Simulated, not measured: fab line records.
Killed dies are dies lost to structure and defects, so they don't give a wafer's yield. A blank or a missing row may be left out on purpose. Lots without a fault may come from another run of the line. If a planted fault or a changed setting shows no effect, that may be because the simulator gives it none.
Problem report, 8D (eight disciplines) form, completed by code ; flow n5 finfet ; the parts of the form that need people (team, actions taken, sign-off) are left out

1. THE PROBLEM
Mean of plate temp C at N5_BEOL_M8_COAT_71: 197.96 C across 6 wafers in 2 lots; on wafers with no fault it is 204.98 C (standard deviation 0.14). That puts it -50 standard deviations away from the usual mean.
The step: time 60 s, resist thk 5 nm.
First seen on wafer L862.1, day 11 20:43, on litho track-05. At this step, 34 wafers from 12 lots have a number in the record. The rule behind "out" and "out of limits": a value lying over 4 standard deviations away from the usual mean. All remaining wafers that have a number are taken as sound.

2. WHAT IT IS, AND WHAT IT ISN'T
question;is;is not
which readings at this step;plate temp C, heater power total W;-
which lots;L862, L863;L855, L856, L857, L858, L860, L868, L869, L871, L875, L876
which wafers of those lots;all that have a number;-
read on which tools;litho track-05;litho track-03
when;from day 11 20:43;"up to then (14 sound wafers); but 14 sound wafers of L868, L869, L871, L875, L876 came after"

3. WHAT RULES OUT EACH SUSPECT
Counting: a tool at a process step up to the reading stays a suspect if it ran every lot that is out and no sound lot after the first of them.
- pecvd-01 at N5_BEOL_M8_ILD_DEP_00 (deposits SiCOH lowk from DEMS/porogen, target thk 179.75 nm, time 33.4 s): ruled out as a lasting fault. The sound lots L868, L871 went through it after L862, its earliest lot that is out (day 11 17:23).
- litho track-05 at N5_BEOL_M8_COAT_71 (time 60 s, resist thk 5 nm): ruled out as a lasting fault. The sound lots L875 went through it after L862, its earliest lot that is out (day 11 20:43).
Left after counting: nothing in the record.

4. THE CAUSE (what the simulator had put in)
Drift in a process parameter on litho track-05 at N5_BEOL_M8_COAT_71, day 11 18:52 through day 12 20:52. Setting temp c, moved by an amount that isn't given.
Counting ruled it out, wrongly.

5. THE CHAIN OF EFFECTS, in route order
Each row: a reading whose mean over the struck wafers that have a number lies more than 3 standard deviations from the usual. Scope: only readings with a usual standard deviation given in the record; hours: median across lots of the time from each lot's start at the first step in this table that gives one to its start at this step; sigmas: change in usual standard deviations.
hours;step;reading;usual;on struck wafers;change;sigmas
0;N5_BEOL_M8_COAT_71;heater power total W;391.9 W;374.3;-17.6;-15
0;N5_BEOL_M8_COAT_71;plate temp C;204.98 C;197.96;-7.02;-50
Process steps it contains:
- N5_BEOL_M8_COAT_71: time 60 s, resist thk 5 nm.

6. WHAT WOULD HAVE CAUGHT IT SOONER
In this record the first reading out of limits was taken at day 11 20:43, 2 hours after the fault began at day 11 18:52.
